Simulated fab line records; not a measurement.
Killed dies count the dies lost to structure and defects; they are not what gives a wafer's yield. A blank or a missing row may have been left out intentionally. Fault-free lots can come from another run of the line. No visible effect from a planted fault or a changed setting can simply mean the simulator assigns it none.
fab line records -- flow n5Finfet -- part 1 of 2: steps 1 to 17 of 27
record: lots: 5, wafers: 15, lastDay: 18
route steps=1938 shown BEOL_M9@1437
lots untouched by any fault: they come from a run of this same line in which no faults occurred
startH: hours from the record's opening day to when the first of the lot's shown wafers began -- waitH: hours since the lot's step before -- " repeats the value in the row above -- L1.1+2: several wafers, shown together as one row -- - either no value or no given start -- * or withheld: withheld -- < > ~ a bound
route shown NAME@n: a module of which the file shows steps, and the number in the route of the first -- usual: mean and standard deviation over wafers with no fault -- same: alike in all rows -- chamber/n: place in a boat -- sites: per-site readings -- _std_site: the standard deviation of these -- _edge_site: the outer-site mean with the inner-site mean subtracted -- radiusMm: for every site, how far away it sits from the centre of the wafer -- mask NAME#n: copy n -- behind: tool/chamber where the wafer was last shaped -- hold: cause of the lot's hold/its duration in hours/its outcome -- device: which transistor (n, p or np) failed to switch -- end of line: at the end of the route, the tests of the same wafers -- a step given without rows: its recipe and nothing more -- killed: count of dies lost to structure and defects at first sort (not the wafer's yield) -- map: a wafer's dies, x killed, . not, _ none there
set.NAME: the run value of the setting; set.NAME@STEP: its run value at that earlier step -- model.NAME: the simulator's own value behind a step, which no gauge read
lots seen at some steps along the route; tables by step, rows by wafer
services: when a tool's chamber went out of use (startH, in hours from the record's first day, below 0 if earlier), for how many hours, and the reason
== steps ==
step: N5_BEOL_M9_DESCUM_33
recipe: chemistry: O2, timeS: 7, sourcePowerW: 50, biasPowerW: 20, pressureMtorr: 20, rfFrequencyHz: 2.712e+07, tempC: 40, resist: CAR-EUV, o2FlowSccm: 225
usual: drypumpMotorCurrentA: 5.7/0.34, oesProductAu: 0.78/0.083, rfVppV: 242.9/1.7, showerheadPlenumPTorr: 2.08/0.086, throttleValvePct: 20.45/0.28
lot.wafer,tool,chamber,startH,waitH,drypumpMotorCurrentA,oesProductAu,rfHoursCounterH,rfVppV,showerheadPlenumPTorr,throttleValvePct
L074.4,rieDiel-06,0,225.48,0.2,5.7,0.80,117,245.7,2.19,20.46
L074.5,rieDiel-06,1,225.48,0.2,5.9,0.75,-,239.9,1.94,20.94
L074.6,rieDiel-06,0,225.48,0.2,5.7,0.79,-,243.6,2.19,20.45
L075.2,rieDiel-06,0,238.37,0.0,5.7,0.80,121,244.4,2.19,20.47
L075.3,rieDiel-06,1,238.37,0.0,5.9,0.75,152,240.7,1.94,20.96
L075.4,rieDiel-06,2,238.37,0.0,5.9,0.71,181,241.3,2.00,20.82
L076.2,rieDiel-05,0,249.25,0.0,6.2,0.72,183,242.4,2.08,20.40
L076.5,rieDiel-05,3,249.25,0.0,5.6,0.90,-,242.6,2.04,20.25
L076.6,rieDiel-05,0,249.25,0.0,6.2,0.72,-,242.3,2.08,20.38
L091.2,rieDiel-02,1,334.88,0.0,6.4,0.76,145,243.9,2.19,20.87
L091.3,rieDiel-02,3,334.88,0.0,5.5,0.72,208,241.4,2.07,20.60
L091.5,rieDiel-02,1,334.88,0.0,6.3,0.76,-,245.3,2.19,20.85
L096.3,rieDiel-06,1,359.44,0.0,5.9,0.72,190,242.4,1.93,21.02
L096.4,rieDiel-06,2,359.44,0.0,5.9,0.69,216,240.1,1.99,20.86
L096.6,rieDiel-06,2,359.44,0.0,5.9,0.69,-,241.2,1.99,20.85
step: N5_BEOL_M9_ETCH_76
recipe: chemistry: N2/H2, target: underlayer, targetDepthA: 65, maskMaterial: CAR-EUV, timeS: 5.2, ionEnergyEv: 200, pressureMtorr: 30, sourceW: 840, biasW: 150, n2FlowSccm: 200, h2FlowSccm: 200, ends: cleared
usual: drypumpMotorCurrentA: 5.7/0.34, etchRfOnTimeS: 5.17/0.068, oesProductAu: 0.67/0.069, rfVppV: 523/3.3, showerheadPlenumPTorr: 2.53/0.11, throttleValvePct: 17.88/0.28
lot.wafer,tool,chamber,startH,waitH,drypumpMotorCurrentA,etchRfOnTimeS,oesProductAu,rfHoursCounterH,rfVppV,showerheadPlenumPTorr,throttleValvePct
L074.4,rieDiel-06,0,225.52,0.0,5.7,5.23,0.67,117,527,2.67,18.01
L074.5,rieDiel-06,1,225.52,0.0,5.9,5.12,0.65,-,517,2.34,18.22
L074.6,rieDiel-06,0,225.52,0.0,5.7,5.21,0.68,-,525,2.67,18.01
L075.2,rieDiel-06,0,238.41,0.0,5.7,5.25,0.68,121,525,2.67,18.01
L075.3,rieDiel-06,1,238.41,0.0,5.9,5.16,0.64,152,518,2.34,18.21
L075.4,rieDiel-06,2,238.41,0.0,5.9,5.26,0.62,181,521,2.43,18.24
L076.2,rieDiel-05,0,249.28,0.0,6.1,5.13,0.61,183,526,2.53,17.92
L076.5,rieDiel-05,3,249.28,0.0,5.6,5.11,0.77,-,523,2.49,17.80
L076.6,rieDiel-05,0,249.28,0.0,6.1,5.12,0.61,-,522,2.53,17.93
L091.2,rieDiel-02,1,334.91,0.0,6.3,5.17,0.64,145,526,2.66,18.27
L091.3,rieDiel-02,3,334.91,0.0,5.5,5.31,0.61,208,522,2.52,18.05
L091.5,rieDiel-02,1,334.91,0.0,6.3,5.13,0.65,-,530,2.66,18.26
L096.3,rieDiel-06,1,359.47,0.0,5.9,5.10,0.61,190,516,2.33,18.30
L096.4,rieDiel-06,2,359.47,0.0,5.9,5.24,0.59,216,520,2.41,18.31
L096.6,rieDiel-06,2,359.47,0.0,5.8,5.25,0.58,-,515,2.41,18.33
step: N5_BEOL_M9_ETCH_65
recipe: chemistry: CF4, target: SiARC, targetDepthA: 156, maskMaterial: CAR-EUV, timeS: 26, ionEnergyEv: 80, pressureMtorr: 40, sourceW: 545, biasW: 36, Ar_flow_sccm: 100, cf4FlowSccm: 100, ends: cleared
usual: drypumpMotorCurrentA: 5.7/0.34, etchRfOnTimeS: 25.8/0.33, oesProductAu: 0.67/0.069, rfVppV: 184.0/1.3, showerheadPlenumPTorr: 2.13/0.086, throttleValvePct: 15.65/0.26
lot.wafer,tool,chamber,startH,waitH,drypumpMotorCurrentA,etchRfOnTimeS,oesProductAu,rfHoursCounterH,rfVppV,showerheadPlenumPTorr,throttleValvePct
L074.4,rieDiel-06,0,225.53,0.0,5.7,26.5,0.68,117,184.6,2.24,15.66
L074.5,rieDiel-06,1,225.53,0.0,5.9,26.0,0.64,-,182.8,1.99,16.04
L074.6,rieDiel-06,0,225.53,0.0,5.8,26.4,0.68,-,183.9,2.24,15.65
L075.2,rieDiel-06,0,238.43,0.0,5.7,25.9,0.68,121,185.6,2.24,15.68
L075.3,rieDiel-06,1,238.43,0.0,5.9,25.6,0.64,152,182.2,1.99,16.05
L075.4,rieDiel-06,2,238.43,0.0,5.8,26.2,0.61,181,182.6,2.05,15.97
L076.2,rieDiel-05,0,249.30,0.0,6.1,25.4,0.62,183,184.6,2.14,15.67
L076.5,rieDiel-05,3,249.30,0.0,5.6,25.6,0.76,-,183.1,2.10,15.43
L076.6,rieDiel-05,0,249.30,0.0,6.1,25.4,0.61,-,185.1,2.14,15.70
L091.2,rieDiel-02,1,334.93,0.0,6.3,25.8,0.64,145,185.7,2.23,16.01
L091.3,rieDiel-02,3,334.93,0.0,5.5,26.4,0.61,208,183.1,2.12,15.82
L091.5,rieDiel-02,1,334.93,0.0,6.3,25.7,0.65,-,185.0,2.23,16.01
L096.3,rieDiel-06,1,359.49,0.0,5.9,25.4,0.62,190,181.3,1.97,16.13
L096.4,rieDiel-06,2,359.49,0.0,5.9,26.1,0.58,216,181.8,2.04,16.04
L096.6,rieDiel-06,2,359.49,0.0,5.9,26.3,0.59,-,183.5,2.04,16.04
step: N5_BEOL_M9_ETCH_66
recipe: chemistry: N2/H2, target: SOC, targetDepthA: 800, overetchA: 160, maskMaterial: SiARC, tempC: 40, timeS: 120, ionEnergyEv: 200, pressureMtorr: 30, sourceW: 840, biasW: 150, n2FlowSccm: 200, h2FlowSccm: 200
usual: drypumpMotorCurrentA: 5.7/0.34, oesProductAu: 0.60/0.06, rfVppV: 524/3.1, showerheadPlenumPTorr: 2.53/0.11, throttleValvePct: 17.84/0.28
lot.wafer,tool,chamber,startH,waitH,drypumpMotorCurrentA,oesProductAu,rfHoursCounterH,rfVppV,showerheadPlenumPTorr,throttleValvePct
L074.4,rieDiel-06,0,225.56,0.0,5.7,0.61,117,527,2.67,17.96
L074.5,rieDiel-06,1,225.56,0.0,5.9,0.57,-,517,2.34,18.19
L074.6,rieDiel-06,0,225.56,0.0,5.8,0.62,-,527,2.67,17.96
L075.2,rieDiel-06,0,238.45,0.0,5.7,0.61,121,527,2.67,17.97
L075.3,rieDiel-06,1,238.45,0.0,6.0,0.57,152,517,2.34,18.20
L075.4,rieDiel-06,2,238.45,0.0,5.9,0.54,181,520,2.43,18.22
L076.2,rieDiel-05,0,249.33,0.0,6.1,0.54,183,523,2.53,17.86
L076.5,rieDiel-05,3,249.33,0.0,5.6,0.68,-,522,2.49,17.77
L076.6,rieDiel-05,0,249.33,0.0,6.2,0.54,-,523,2.53,17.89
L091.2,rieDiel-02,1,334.96,0.0,6.3,0.58,145,525,2.66,18.23
L091.3,rieDiel-02,3,334.96,0.0,5.6,0.55,208,523,2.52,18.01
L091.5,rieDiel-02,1,334.96,0.0,6.3,0.58,-,527,2.66,18.24
L096.3,rieDiel-06,1,359.52,0.0,5.9,0.55,190,519,2.33,18.26
L096.4,rieDiel-06,2,359.52,0.0,5.9,0.53,216,519,2.41,18.28
L096.6,rieDiel-06,2,359.52,0.0,5.9,0.53,-,520,2.41,18.28
step: N5_BEOL_M9_STRIP_69
recipe: chemistry: N2/H2, tempC: 40, n2FlowSccm: 200, h2FlowSccm: 200, rfFrequencyHz: 6e+07
lot.wafer,tool,chamber,startH,waitH
L074.4+5+6,rieDiel-06,"0,1,0",225.64,0.0
L075.2+3+4,rieDiel-06,"0,1,2",238.53,0.0
L076.2+5+6,rieDiel-05,"0,3,0",249.41,0.0
L091.2+3+5,rieDiel-02,"1,3,1",335.04,0.0
L096.3+4+6,rieDiel-06,"1,2,2",359.60,0.0
step: N5_BEOL_M9_STRIP_77
recipe: chemistry: N2/H2, tempC: 40, n2FlowSccm: 200, h2FlowSccm: 200, rfFrequencyHz: 6e+07
lot.wafer,tool,chamber,startH,waitH
L074.4+5+6,rieDiel-06,"0,1,0",225.65,0.0
L075.2+3+4,rieDiel-06,"0,1,2",238.54,0.0
L076.2+5+6,rieDiel-05,"0,3,0",249.42,0.0
L091.2+3+5,rieDiel-02,"1,3,1",335.05,0.0
L096.3+4+6,rieDiel-06,"1,2,2",359.61,0.0
step: N5_BEOL_M9_VIA_ETCH_34
recipe: chemistry: C4F6/O2, target: SiCOH_lowk, targetDepthA: 1824, maskMaterial: SOC, taperDeg: 4, timeS: 68.4, ionEnergyEv: 250, pressureMtorr: 30, sourceW: 345, biasW: 185, Ar_flow_sccm: 300, C4F6_flow_sccm: 10, O2_flow_sccm: 10
usual: O2_flow_sccm: 10.003/0.028, drypumpMotorCurrentA: 5.7/0.34, oes_ar_750_au: 0.78/0.077, oesProductAu: 0.78/0.082, rfVppV: 663/5.7, showerheadPlenumPTorr: 2.83/0.11, throttleValvePct: 20.94/0.25
lot.wafer,tool,chamber,startH,waitH,O2_flow_sccm,drypumpMotorCurrentA,oes_ar_750_au,oesProductAu,rfHoursCounterH,rfVppV,showerheadPlenumPTorr,throttleValvePct
L074.4,rieDiel-06,0,225.66,0.0,10.011,5.7,0.80,0.80,117,664,2.97,20.96
L074.5,rieDiel-06,1,225.66,0.0,10.034,5.9,0.75,0.75,-,668,2.63,21.32
L074.6,rieDiel-06,0,225.66,0.0,10.010,5.7,0.81,0.80,-,664,2.97,20.96
L075.2,rieDiel-06,0,238.55,0.0,10.010,5.7,0.80,0.79,121,663,2.97,20.96
L075.3,rieDiel-06,1,238.55,0.0,9.987,5.9,0.75,0.75,152,668,2.63,21.32
L075.4,rieDiel-06,2,238.55,0.0,10.079,5.9,0.72,0.72,181,656,2.72,21.26
L076.2,rieDiel-05,0,249.43,0.0,9.961,6.2,0.72,0.72,183,665,2.84,20.97
L076.5,rieDiel-05,3,249.43,0.0,10.000,5.6,0.89,0.89,-,668,2.80,20.82
L076.6,rieDiel-05,0,249.43,0.0,9.948,6.1,0.72,0.71,-,664,2.84,20.98
L091.2,rieDiel-02,1,335.06,0.0,10.044,6.3,0.75,0.75,145,668,2.96,21.31
L091.3,rieDiel-02,3,335.06,0.0,10.001,5.5,0.71,0.72,208,672,2.81,21.02
L091.5,rieDiel-02,1,335.06,0.0,10.033,6.3,0.75,0.76,-,668,2.96,21.31
L096.3,rieDiel-06,1,359.62,0.0,10.016,6.0,0.72,0.72,190,668,2.61,21.39
L096.4,rieDiel-06,2,359.62,0.0,9.982,5.8,0.70,0.68,216,655,2.71,21.31
L096.6,rieDiel-06,2,359.62,0.0,9.978,5.9,0.70,0.68,-,655,2.71,21.33
step: N5_BEOL_M9_STRIP_73
recipe: chemistry: C4F6/O2, resist: SiARC, rfFrequencyHz: 6e+07
lot.wafer,tool,chamber,startH,waitH
L074.4+5+6,rieDiel-06,"0,1,0",225.71,0.0
L075.2+3+4,rieDiel-06,"0,1,2",238.61,0.0
L076.2+5+6,rieDiel-05,"0,3,0",249.48,0.0
L091.2+3+5,rieDiel-02,"1,3,1",335.11,0.0
L096.3+4+6,rieDiel-06,"1,2,2",359.67,0.0
step: N5_BEOL_M9_STRIP_36
recipe: chemistry: N2/H2, powerW: 450, tempC: 40, pressureMtorr: 20, rfFrequencyHz: 6e+07, overashFraction: 0.3, biasPowerW: 7, h2Frac: 0.5, n2FlowSccm: 200, h2FlowSccm: 200
usual: drypumpMotorCurrentA: 5.7/0.34, oesProductAu: 0.78/0.082, rfVppV: 59.2/1.6, showerheadPlenumPTorr: 2.52/0.11, throttleValvePct: 23.7/0.32
lot.wafer,tool,chamber,startH,waitH,drypumpMotorCurrentA,oesProductAu,rfHoursCounterH,rfVppV,showerheadPlenumPTorr,throttleValvePct
L074.4,rieDiel-06,0,225.72,0.0,5.7,0.79,117,59.1,2.67,23.9
L074.5,rieDiel-06,1,225.72,0.0,5.9,0.75,-,58.8,2.34,24.0
L074.6,rieDiel-06,0,225.72,0.0,5.8,0.79,-,60.6,2.67,23.9
L075.2,rieDiel-06,0,238.62,0.0,5.8,0.79,121,56.9,2.66,23.9
L075.3,rieDiel-06,1,238.62,0.0,5.9,0.74,152,59.6,2.34,24.0
L075.4,rieDiel-06,2,238.62,0.0,5.9,0.72,181,59.5,2.42,24.1
L076.2,rieDiel-05,0,249.49,0.0,6.1,0.72,183,59.2,2.52,23.7
L076.5,rieDiel-05,3,249.49,0.0,5.6,0.91,-,60.5,2.49,23.8
L076.6,rieDiel-05,0,249.49,0.0,6.1,0.72,-,60.3,2.52,23.7
L091.2,rieDiel-02,1,335.12,0.0,6.4,0.74,145,61.3,2.66,24.1
L091.3,rieDiel-02,3,335.12,0.0,5.5,0.71,208,59.6,2.51,23.8
L091.5,rieDiel-02,1,335.12,0.0,6.3,0.76,-,60.2,2.66,24.1
L096.3,rieDiel-06,1,359.68,0.0,5.9,0.73,190,57.7,2.32,24.1
L096.4,rieDiel-06,2,359.68,0.0,5.9,0.69,216,58.0,2.41,24.1
L096.6,rieDiel-06,2,359.68,0.0,5.8,0.69,-,58.2,2.41,24.1
step: N5_BEOL_M9_TRENCH_ETCH_37
recipe: chemistry: C4F6/O2, targetDepthA: 1514.3, target: SiCOH_lowk, timeS: 49, ionEnergyEv: 250, pressureMtorr: 30, sourceW: 345, biasW: 185, Ar_flow_sccm: 300, C4F6_flow_sccm: 10, O2_flow_sccm: 10
usual: O2_flow_sccm: 10.00/0.03, drypumpMotorCurrentA: 5.7/0.34, oes_ar_750_au: 0.78/0.077, oesProductAu: 0.78/0.081, rfVppV: 663/5.8, showerheadPlenumPTorr: 2.83/0.11, throttleValvePct: 20.97/0.25
lot.wafer,tool,chamber,startH,waitH,O2_flow_sccm,drypumpMotorCurrentA,oes_ar_750_au,oesProductAu,rfHoursCounterH,rfVppV,showerheadPlenumPTorr,throttleValvePct
L074.4,rieDiel-06,0,-,-,9.96,5.7,0.79,0.80,117,663,2.97,20.99
L074.5,rieDiel-06,1,-,-,9.99,5.9,0.75,0.74,-,668,2.63,21.34
L074.6,rieDiel-06,0,-,-,9.97,5.8,0.81,0.80,-,664,2.97,20.98
L075.2,rieDiel-06,0,-,-,9.97,5.7,0.80,0.80,121,663,2.97,21.00
L075.3,rieDiel-06,1,-,-,10.01,5.9,0.75,0.76,152,668,2.63,21.36
L075.4,rieDiel-06,2,-,-,10.02,5.9,0.72,0.71,182,655,2.72,21.31
L076.2,rieDiel-05,0,-,-,10.01,6.2,0.71,0.72,183,664,2.84,20.99
L076.5,rieDiel-05,3,-,-,10.03,5.5,0.89,0.90,-,667,2.80,20.85
L076.6,rieDiel-05,0,-,-,9.99,6.2,0.71,0.71,-,664,2.84,21.00
L091.2,rieDiel-02,1,-,-,9.97,6.3,0.75,0.75,145,668,2.96,21.33
L091.3,rieDiel-02,3,-,-,9.96,5.5,0.72,0.71,208,670,2.81,21.06
L091.5,rieDiel-02,1,-,-,9.97,6.3,0.76,0.75,-,668,2.96,21.32
L096.3,rieDiel-06,1,-,-,10.00,5.9,0.72,0.72,190,667,2.61,21.41
L096.4,rieDiel-06,2,-,-,9.98,5.9,0.70,0.69,216,656,2.71,21.35
L096.6,rieDiel-06,2,-,-,10.04,5.9,0.69,0.69,-,652,2.71,21.36
step: N5_BEOL_M9_ETCH_41
recipe: chemistry: CH3F/O2, target: SiCN, targetDepthA: 366, taperDeg: 2, timeS: 70.1, ionEnergyEv: 120, maskMaterial: TiN, pressureMtorr: 30, sourceW: 395, biasW: 75, Ar_flow_sccm: 150, CH3F_flow_sccm: 30, O2_flow_sccm: 20
usual: O2_flow_sccm: 20.00/0.059, drypumpMotorCurrentA: 5.7/0.34, oesProductAu: 0.78/0.081, rfVppV: 297.2/2, showerheadPlenumPTorr: 1.99/0.084, throttleValvePct: 16.35/0.26
lot.wafer,tool,chamber,startH,waitH,O2_flow_sccm,drypumpMotorCurrentA,oesProductAu,rfHoursCounterH,rfVppV,showerheadPlenumPTorr,throttleValvePct
L074.4,rieDiel-06,0,-,-,20.05,5.7,0.78,117,299.7,2.09,16.36
L074.5,rieDiel-06,1,-,-,20.07,6.0,0.76,-,293.7,1.84,16.72
L074.6,rieDiel-06,0,-,-,19.97,5.7,0.79,-,300.8,2.09,16.36
L075.2,rieDiel-06,0,-,-,19.91,5.7,0.80,121,299.7,2.09,16.37
L075.3,rieDiel-06,1,-,-,20.06,5.9,0.76,152,294.8,1.84,16.74
L075.4,rieDiel-06,2,-,-,20.00,5.9,0.71,182,296.1,1.91,16.68
L076.2,rieDiel-05,0,-,-,19.99,6.2,0.71,183,296.3,2.00,16.40
L076.5,rieDiel-05,3,-,-,19.97,5.5,0.90,-,296.4,1.96,16.14
L076.6,rieDiel-05,0,-,-,19.92,6.2,0.71,-,296.6,2.00,16.39
L091.2,rieDiel-02,1,-,-,20.05,6.3,0.75,145,299.0,2.08,16.70
L091.3,rieDiel-02,3,-,-,20.19,5.5,0.71,208,296.7,1.97,16.51
L091.5,rieDiel-02,1,-,-,19.99,6.3,0.75,-,297.6,2.08,16.70
L096.3,rieDiel-06,1,-,-,19.94,5.9,0.72,190,292.8,1.83,16.81
L096.4,rieDiel-06,2,-,-,20.07,5.9,0.68,216,294.5,1.90,16.75
L096.6,rieDiel-06,2,-,-,20.06,5.9,0.68,-,295.5,1.90,16.76
step: N5_BEOL_M9_STRIP_80
recipe: chemistry: N2/H2, timeS: 10, powerW: 450, tempC: 40, pressureMtorr: 20, rfFrequencyHz: 6e+07, biasPowerW: 7, n2FlowSccm: 200, h2FlowSccm: 200
usual: drypumpMotorCurrentA: 5.7/0.34, oesProductAu: 0.78/0.082, rfVppV: 59.0/0.93, showerheadPlenumPTorr: 2.52/0.11, throttleValvePct: 23.7/0.32
lot.wafer,tool,chamber,startH,waitH,drypumpMotorCurrentA,oesProductAu,rfHoursCounterH,rfVppV,showerheadPlenumPTorr,throttleValvePct
L074.4,rieDiel-06,0,-,-,5.7,0.80,117,60.0,2.67,23.9
L074.5,rieDiel-06,1,-,-,5.9,0.75,-,60.0,2.34,24.0
L074.6,rieDiel-06,0,-,-,5.8,0.80,-,59.4,2.67,23.9
L075.2,rieDiel-06,0,-,-,5.7,0.80,121,57.8,2.67,23.9
L075.3,rieDiel-06,1,-,-,5.9,0.75,152,59.5,2.34,24.0
L075.4,rieDiel-06,2,-,-,5.9,0.71,182,58.3,2.42,24.1
L076.2,rieDiel-05,0,-,-,6.2,0.72,183,58.7,2.52,23.7
L076.5,rieDiel-05,3,-,-,5.6,0.90,-,58.3,2.49,23.8
L076.6,rieDiel-05,0,-,-,6.1,0.70,-,59.0,2.52,23.7
L091.2,rieDiel-02,1,-,-,6.3,0.76,145,60.7,2.66,24.1
L091.3,rieDiel-02,3,-,-,5.5,0.71,208,59.8,2.51,23.8
L091.5,rieDiel-02,1,-,-,6.3,0.75,-,59.1,2.66,24.1
L096.3,rieDiel-06,1,-,-,5.9,0.72,190,58.6,2.32,24.0
L096.4,rieDiel-06,2,-,-,5.9,0.69,216,59.4,2.41,24.1
L096.6,rieDiel-06,2,-,-,5.8,0.69,-,58.6,2.41,24.1
step: N5_BEOL_M9_OCD_MEAS_38
usual: trenchDepthNm: 151.9/1.8
lot.wafer,tool,chamber,startH,waitH,trenchDepthNm
L074.4,ocd-02,-,225.95,-,149.3
L074.5,ocd-02,-,225.95,-,152.7
L074.6,ocd-02,-,225.95,-,149.0
L075.2,ocd-01,-,238.83,-,150.6
L075.3,ocd-01,-,238.83,-,154.5
L075.4,ocd-01,-,238.83,-,150.6
L076.2,ocd-01,-,249.70,-,153.4
L076.5,ocd-01,-,249.70,-,154.0
L076.6,ocd-01,-,249.70,-,153.6
L091.2,ocd-01,-,335.33,-,152.2
L091.3,ocd-01,-,335.33,-,149.7
L091.5,ocd-01,-,335.33,-,151.1
L096.3,ocd-02,-,359.90,-,152.3
L096.4,ocd-02,-,359.90,-,149.4
L096.6,ocd-02,-,359.90,-,148.8
step: N5_BEOL_M9_HM_STRIP_39
recipe: chemistry: peroxideTinStrip, material: TiN, targetDepthA: 250, tempC: 50, timeS: 158
lot.wafer,tool,chamber,startH,waitH
L074.4+5+6,wetBench-01,"1,2,4",225.98,0.0
L075.2+3+4,wetBench-03,"1,5,3",238.86,0.0
L076.2+5+6,wetBench-03,"1,0,5",249.74,0.0
L091.2+3+5,wetBench-01,"6,2,5",335.37,0.0
L096.3+4+6,wetBench-03,"4,0,2",359.93,0.0
step: N5_BEOL_M9_SRD_40
recipe: timeS: 30, tempC: 23, rinseLiquid: diw, dry: ipaMarangoni
lot.wafer,tool,chamber,startH,waitH
L074.4+5+6,wetBench-01,"1,2,4",226.02,0.0
L075.2+3+4,wetBench-03,"1,5,3",238.91,0.0
L076.2+5+6,wetBench-03,"1,0,5",249.79,0.0
L091.2+3+5,wetBench-01,"6,2,5",335.41,0.0
L096.3+4+6,wetBench-03,"4,0,2",359.98,0.0
step: N5_BEOL_M9_PRECLEAN_42
recipe: chemistry: residueRemover, timeS: 60, tempC: 40
lot.wafer,tool,chamber,startH,waitH
L074.4+5+6,wetBench-01,"1,2,4",226.04,0.0
L075.2+3+4,wetBench-03,"1,5,3",238.93,0.0
L076.2+5+6,wetBench-03,"1,0,5",249.80,0.0
L091.2+3+5,wetBench-01,"6,2,5",335.43,0.0
L096.3+4+6,wetBench-03,"4,0,2",360.00,0.0
step: N5_BEOL_M9_SRD_43
recipe: timeS: 30, tempC: 23, rinseLiquid: diw, dry: ipaMarangoni
lot.wafer,tool,chamber,startH,waitH
L074.4+5+6,wetBench-01,"1,2,4",226.06,0.0
L075.2+3+4,wetBench-03,"1,5,3",238.95,0.0
L076.2+5+6,wetBench-03,"1,0,5",249.82,0.0
L091.2+3+5,wetBench-01,"6,2,5",335.45,0.0
L096.3+4+6,wetBench-03,"4,0,2",360.01,0.0
